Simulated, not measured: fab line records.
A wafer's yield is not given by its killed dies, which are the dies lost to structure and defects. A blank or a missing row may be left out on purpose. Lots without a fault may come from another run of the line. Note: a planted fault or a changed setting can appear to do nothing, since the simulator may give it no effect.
Chamber matching | flow n5-finfet | N5_BEOL_M4_PRE_CLEAN_60 on cvd-co-02: 3 sister chambers
The step time 15 s. 6 wafers are shown with their chamber, then 7 later ones without.

WAFERS PAIRED WITH THEIR CHAMBERS
wafer  | chamber | heater-power-w (W)
L726.3 | 1       | 89
L726.6 | 1       | 89
L732.5 | 0       | 75
L732.6 | 2       | 84
L733.2 | 2       | 83
L733.5 | 0       | 74

WAFERS WITH NO CHAMBER GIVEN
wafer  | heater-power-w (W)
L733.6 | 84
L744.4 | 87
L744.5 | 89
L744.6 | 77
L746.2 | 86
L746.3 | 89
L746.6 | 84

WHICH CHAMBER EACH WENT THROUGH
wafer  | from the rows above     | in truth
L733.6 | 2                       | 2
L744.4 | 1                       | 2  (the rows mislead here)
L744.5 | 1                       | 1
L744.6 | 0                       | 0
L746.2 | can't be placed: 2 or 1 | 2
L746.3 | 1                       | 1
L746.6 | 2                       | 2
Correct placement for 5 of the 7. Can't be placed from these rows: 1 (the true chamber is among the candidates in 1). Wrongly placed: 1.
How it was worked out, from the rows above alone: a wafer's distance from a chamber is the root of the sum, over the readings, of the square of ((its reading less the chamber's mean) divided by the reading's scatter). The wafer belongs to the nearest chamber; if the next one is less than 2 further off, it can't be placed. Each chamber's mean is taken over the wafers shown for it. The scatter is the square root of a quotient: the sum, over the shown wafers, of each reading's squared deviation from its chamber's mean, divided by wafers minus chambers.
